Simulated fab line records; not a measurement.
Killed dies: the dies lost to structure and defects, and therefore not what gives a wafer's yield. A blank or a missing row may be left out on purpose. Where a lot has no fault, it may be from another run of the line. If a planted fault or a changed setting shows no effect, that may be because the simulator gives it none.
Split-lot experiment ; flow n5 finfet ; route with 1938 steps; 7 lots, 21 wafers read

THE SPLIT ITSELF
At N5_PMOS_HMC_CHANNEL_EPI_PEB_07 (peb time 60 s), the setting peb time s was moved away from the recipe's 60 s on 8 of the 21 wafers read, by -8.5% to +22.0%. The other wafers ran this setting at the recipe's value.

FROM SPLIT TO READING: 1 step shown by the file between the two
- N5_PMOS_HMC_CHANNEL_EPI_DEVELOP_08: develop time 30 s (also split here: develop time s)

THE READING
cd nm at N5_PMOS_HMC_CHANNEL_EPI_CD_MEAS_09, given in nm (cd target 237.4 nm). Fault-free wafers of this fab line usually give 237.6 nm, standard deviation 0.94 nm.

wafer;tool, chamber at the split;peb time s as run, s;against the recipe;cd nm, nm;against lot-mates on the recipe
L076.1;litho track-05, 0;60;recipe;239.1;-
L076.3;litho track-05, 0;60;recipe;238.5;-
L076.5;litho track-05, 0;60;recipe;237.9;-
L077.2;litho track-04, 0;60;recipe;235.5;-
L077.3;litho track-04, 0;60;recipe;236.4;-
L077.6;litho track-04, 0;60;recipe;236.2;-
L078.3;litho track-01, 0;60;recipe;236.7;-
L078.4;litho track-01, 0;55.07;-8.2%;234.2;-2.5
L078.6;litho track-01, 0;55.07;-8.2%;234.2;-2.5
L080.3;litho track-05, 0;73.18;+22.0%;243.8;+7.4
L080.4;litho track-05, 0;60;recipe;236.8;-
L080.5;litho track-05, 0;60;recipe;236.0;-
L083.3;litho track-04, 0;60;recipe;238.7;-
L083.5;litho track-04, 0;60;recipe;238.9;-
L083.6;litho track-04, 0;54.91;-8.5%;233.5;-5.3
L086.1;litho track-04, 0;71.37;+18.9%;246.0;+6.1
L086.3;litho track-04, 0;60;recipe;239.9;-
L086.5;litho track-04, 0;71.37;+18.9%;245.0;+5.1
L091.1;litho track-01, 0;71.94;+19.9%;243.4;+6.5
L091.3;litho track-01, 0;71.94;+19.9%;242.6;+5.7
L091.4;litho track-01, 0;60;recipe;236.9;-

THE FIT
A straight line over all 21 wafers: cd nm changes by +0.345 nm for each +1% of peb time s; r = +0.93; the points scatter about the line by 1.4 nm.
The same after taking each lot's own level away (the mean of its wafers on the recipe; 21 wafers): +0.326 nm for each +1%; r = +0.98; scatter 0.69 nm.
The reading moves by 7.2 nm for the largest change in peb time s, on that fit.
Across the lots, their own levels run from 236.03 to 239.90 nm, a range of 4.1 times the standard deviation given above.
The two slopes agree, so the slope changes little with the lot-to-lot level.
Check: for one of the wafers moved furthest among these (+22.0%), held out of the fit, the line's prediction against its lot-mates is +6.86 nm. It came out at +7.4 nm against them.

FURTHER SPLITS ON THESE WAFERS
Other splits were also applied to these wafers ahead of the reading. Each is held against what the fit with the lots' levels taken away leaves over:
other split on the same wafers;wafers away from the commonest value;r with cd nm (lot level and that fit taken away)
N5_ZERO_LAYER_COAT_05 spin rpm;8;+0.25
N5_ZERO_LAYER_EXPOSE_08 dose mj;9;+0.11
N5_PMOS_HMC_CHANNEL_EPI_DEVELOP_08 develop time s;11;-0.01

THE WHOLE CHAIN: every reading that the file lists as answering this split, in the file's order
step;what it does;reading;change (the file's fit);r (the file's)
N5_PMOS_HMC_CHANNEL_EPI_CD_MEAS_09;target cd 237.4 nm;cd nm;+0.332 nm for each +1% of the setting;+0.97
N5_PMOS_HMC_CHANNEL_EPI_DESCUM_14;chemistry O2, time 7.9 s;PMOS_HMC_CHANNEL_EPI.cd nm (the simulator's own value, which no gauge read);+0.346 nm for each +1% of the setting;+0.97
N5_PMOS_HMC_CHANNEL_EPI_ETCH_32;etches BARC in N2/H2, stops on SiO2, target depth 85.8 nm, time 50.3 s;PMOS_HMC_CHANNEL_EPI.cd nm (the simulator's own value, which no gauge read);not straight: 236.2 at the lowest setting, 240.6 at the recipe, 246.8 at the highest;not given

FILE'S OWN FIT
cd nm changes by +0.332 nm for each +1% of peb time s, r = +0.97.
